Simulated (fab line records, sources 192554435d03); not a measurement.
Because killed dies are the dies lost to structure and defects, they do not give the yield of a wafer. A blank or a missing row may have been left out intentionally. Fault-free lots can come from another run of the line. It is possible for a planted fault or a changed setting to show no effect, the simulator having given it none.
Problem report in the 8D (eight disciplines) form, filled by code / flow n5Finfet / the parts of the form that need people (team, actions taken, sign-off) are left out

## 1. PROBLEM STATEMENT
Wafers free of any fault read 1 nm (standard deviation 4.8) for V14_OVL at N5_BEOL_M15_OVL_MEAS_11, against a mean of 40 nm on 6 wafers of 2 lots. Measured from the usual mean, that is +8.1 standard deviations.
Seen first at day 17 05:02 on overlay-01, wafer L158.3. At this step, 30 wafers from 10 lots have a number in the record. Rule for "out" (also "out of limits"): further than 4 standard deviations from the usual mean. The other wafers with a number count as sound.

## 2. WHAT IT IS, WHAT IT ISN'T
question=which readings at this step | is=V14_OVL | is not=-
question=which lots | is=L158, L163 | is not=L146, L147, L149, L150, L153, L164, L165, L166
question=which wafers of those lots | is=all that have a number | is not=-
question=read on which gauges | is=overlay-01 | is not=overlay-02
question=when | is=from day 17 05:02 | is not=up to then (15 sound wafers); but 9 sound wafers of L164, L165, L166 came after

## 3. THE SUSPECTS, EACH WITH WHAT RULES IT OUT
Counting: a tool at a process step up to the reading stays a suspect if it ran every lot that is out and no sound lot after the first of them.
- the gauge at N5_BEOL_M15_OVL_MEAS_11: kept. All the wafers that are out were read on overlay-01, and no step on other tools shows them out.
- krfScanner-01 at N5_BEOL_M15_EXPOSE_07 (exposes mask V14): kept. All lots that are out passed through it, beginning with L158 at day 17 04:50, and no sound lot followed; its final sound lot before that point was L153 at day 15 08:10.
What counting leaves: krfScanner-01 at N5_BEOL_M15_EXPOSE_07 and overlay-01 at N5_BEOL_M15_OVL_MEAS_11.

## 4. THE CAUSE (what the simulator had put in)
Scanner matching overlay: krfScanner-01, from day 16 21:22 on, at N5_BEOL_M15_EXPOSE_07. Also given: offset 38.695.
After counting, 2 suspects remain, this tool included.

## 5. SEQUENCE OF EFFECTS, ordered by route
Rows list readings where the struck wafers' mean (over those with a number) sits beyond 3 standard deviations from the usual. Only readings whose record carries a usual standard deviation are examined. hours: median over the lots of the time between each lot's start at the first step of this table that gives one and its start at this step. sigmas: the change, counted in usual standard deviations.
hours=0; step=N5_BEOL_M15_OVL_MEAS_11; reading=V14_OVL; usual=1 nm; on struck wafers=40; change=+39; sigmas=+8.1

## 6. HOW IT WOULD HAVE BEEN CAUGHT EARLIER
8 hours passed between the start of the fault at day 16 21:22 and the first reading out of limits at a measuring or inspecting step in this record, taken at day 17 05:02.
Lots out: 2; of these, L163 started N5_BEOL_M15_EXPOSE_07 on krfScanner-01 after day 17 05:02. A tool hold placed at that time would have kept it from harm.
